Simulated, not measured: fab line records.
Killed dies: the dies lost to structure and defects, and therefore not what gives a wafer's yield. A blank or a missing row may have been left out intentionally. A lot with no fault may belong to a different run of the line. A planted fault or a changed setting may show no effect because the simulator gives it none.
Matching of chambers ; flow n5-finfet ; N5_FIN_SAQP_ALD_61 on ald-sin-02 has 4 sister chambers
The step deposits SiO2, target thk 4 nm, pulse time 1 s, purge time 2 s. 4 wafers are shown with their chamber, then 12 later ones without.

== WAFERS PAIRED WITH THEIR CHAMBERS ==
wafer;chamber;heater-power-w (W)
L089.2;0;442
L089.4;3;476
L089.5;2;466
L089.6;1;465

== WAFERS WITH NO CHAMBER GIVEN ==
wafer;heater-power-w (W)
L090.3;498
L090.4;466
L090.5;439
L092.1;442
L092.2;500
L092.6;478
L093.1;450
L093.2;474
L093.3;485
L093.4;467
L093.5;438
L093.6;456

== WHICH CHAMBER EACH ONE RAN IN ==
wafer;from the rows above;in truth
L090.3;can't be placed: 3 or 2 or 1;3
L090.4;can't be placed: 2 or 1 or 3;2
L090.5;0;0
L092.1;0;0
L092.2;can't be placed: 3 or 2 or 1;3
L092.6;can't be placed: 3 or 2 or 1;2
L093.1;can't be placed: 0 or 1 or 2 or 3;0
L093.2;can't be placed: 3 or 2 or 1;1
L093.3;can't be placed: 3 or 2 or 1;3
L093.4;can't be placed: 2 or 1 or 3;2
L093.5;0;0
L093.6;can't be placed: 1 or 2 or 0 or 3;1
Correctly placed: 3 of 12. Not placeable from these rows: 9 (in 9, the candidates include the true chamber). Placed wrongly: 0.
How it was worked out, from the rows above alone: a wafer's distance from a chamber is the root of the sum, over the readings, of the square of ((its reading less the chamber's mean) divided by the reading's scatter). If the next closest chamber is less than 2 further off than the closest, the wafer can't be placed; otherwise it belongs to the closest. For every chamber, the mean is computed from those of its wafers that are shown. The scatter (one wafer shown for each chamber): square how far every hidden wafer sits from the nearest shown wafer, average those squares and take the square root.
